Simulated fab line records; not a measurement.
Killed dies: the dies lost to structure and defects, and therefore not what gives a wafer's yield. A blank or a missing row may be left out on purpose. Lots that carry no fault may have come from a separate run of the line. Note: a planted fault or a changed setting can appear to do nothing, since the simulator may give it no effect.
2 desks looking at one fault / flow n5 finfet / each desk has only its own numbers; what lay behind them comes last

== TOOL OWNER'S DESK, pecvd-02 ==
The tool's own readings at N5_BEOL_M2_ILD_DEP_00 (deposits SiOC from DEMS/O2, target thk 79 nm, time 15.3 s): means of the sampled wafers that have a number, for each lot that ran on this tool. Any lot whose mean is over 4 standard deviations away from the usual mean is out of limits and marked OUT; that distance is given in the brackets.
Columns: A = heater power w at N5_BEOL_M2_ILD_DEP_00, usual 514 W; B = showerhead plenum p Torr at N5_BEOL_M2_ILD_DEP_00, usual 5.691 Torr; C = susceptor temp C at N5_BEOL_M2_ILD_DEP_00, usual 349.99 C; D = throttle valve pct at N5_BEOL_M2_ILD_DEP_00, usual 12.3 %
lot=L767; first seen here=day 6 14:09; A=577; B=5.693; C=350.00; D=11.5
lot=L772; first seen here=day 7 21:05; A=492; B=5.711; C=348.51 (-7.4) OUT; D=12.6
lot=L773; first seen here=day 8 03:22; A=449; B=5.695; C=348.59 (-7.0) OUT; D=12.4
lot=L774; first seen here=day 8 05:29; A=467; B=5.699; C=348.32 (-8.4) OUT; D=12.4
This desk finds L772, L773, L774 out of limits, L772 being first, at day 7 21:05 (susceptor temp C at N5_BEOL_M2_ILD_DEP_00). Within limits: L767.

== THE METROLOGY DESK ==
What the gauges read for every lot (on any tool): the sampled wafers with a number, averaged. Any lot whose mean is over 4 standard deviations away from the usual mean is out of limits and marked OUT; that distance is given in the brackets. Shown here are 7 of its 10 readings, the ones lying furthest out on some lot.
Columns: A = DIBL_P at N5_BEOL_M4_RC_MEAS_101, usual 35.6 mV/V; B = IOFF_P at N5_BEOL_M4_RC_MEAS_101, usual 0.19 nA/um; C = ION_N at N5_BEOL_M4_RC_MEAS_101, usual 668 uA/um; D = ION_P at N5_BEOL_M4_RC_MEAS_101, usual 455 uA/um; E = SS_N at N5_BEOL_M4_RC_MEAS_101, usual 71.5 mV/dec; F = VT_N at N5_BEOL_M4_RC_MEAS_101, usual 251 mV; G = VT_P at N5_BEOL_M4_RC_MEAS_101, usual -253 mV
lot=L767; first seen here=day 8 22:11; A=35.4; B=0.21; C=670; D=459; E=70.6; F=250; G=-250
lot=L768; first seen here=day 9 01:53; A=34.9; B=0.15; C=663; D=447; E=71.6; F=255; G=-258
lot=L773; first seen here=day 11 01:13; A=38.5; B=0.22; C=679; D=461; E=72.1; F=249; G=-252
lot=L772; first seen here=day 11 01:40; A=35.5; B=0.19; C=660; D=449; E=72.2; F=254; G=-252
lot=L774; first seen here=day 11 06:08; A=34.9; B=0.17; C=659; D=452; E=71.3; F=253; G=-254
lot=L781; first seen here=day 13 09:55; A=36.4; B=0.19; C=672; D=461; E=70.8; F=250; G=-250
lot=L780; first seen here=day 13 16:12; A=38.1; B=0.21; C=679; D=458; E=71.7; F=248; G=-251
lot=L783; first seen here=day 13 20:47; A=35.3; B=0.19; C=665; D=455; E=71.1; F=250; G=-251
lot=L784; first seen here=day 14 10:49; A=36.1; B=0.20; C=675; D=461; E=71.4; F=248; G=-251
lot=L789; first seen here=day 14 21:43; A=35.4; B=0.15; C=664; D=445; E=71.4; F=255; G=-261
lot=L790; first seen here=day 16 01:31; A=34.6; B=0.20; C=669; D=460; E=71.2; F=251; G=-250
This desk's finding: nothing out of limits on any of the 11 lots.

== PUT TOGETHER ==
An alarm could have come from the tool owner's desk at day 7 21:05, on L772, L773, L774.
Metrology desk: nothing out of limits seen.
The metrology desk holds a record of L772, L773, L774, inside its limits.
N5_BEOL_M2_ILD_DEP_00 was run on pecvd-02 by each of the lots named.

== WHAT THE SIMULATOR PUT IN ==
Process parameters drifting: pecvd-02 at N5_BEOL_M2_ILD_DEP_00, beginning at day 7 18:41. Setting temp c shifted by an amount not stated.
Struck lots among those shown: L772, L773, L774.
How many hours passed from the start of the fault until each desk's first out-of-limits reading: the tool owner's desk, 2.
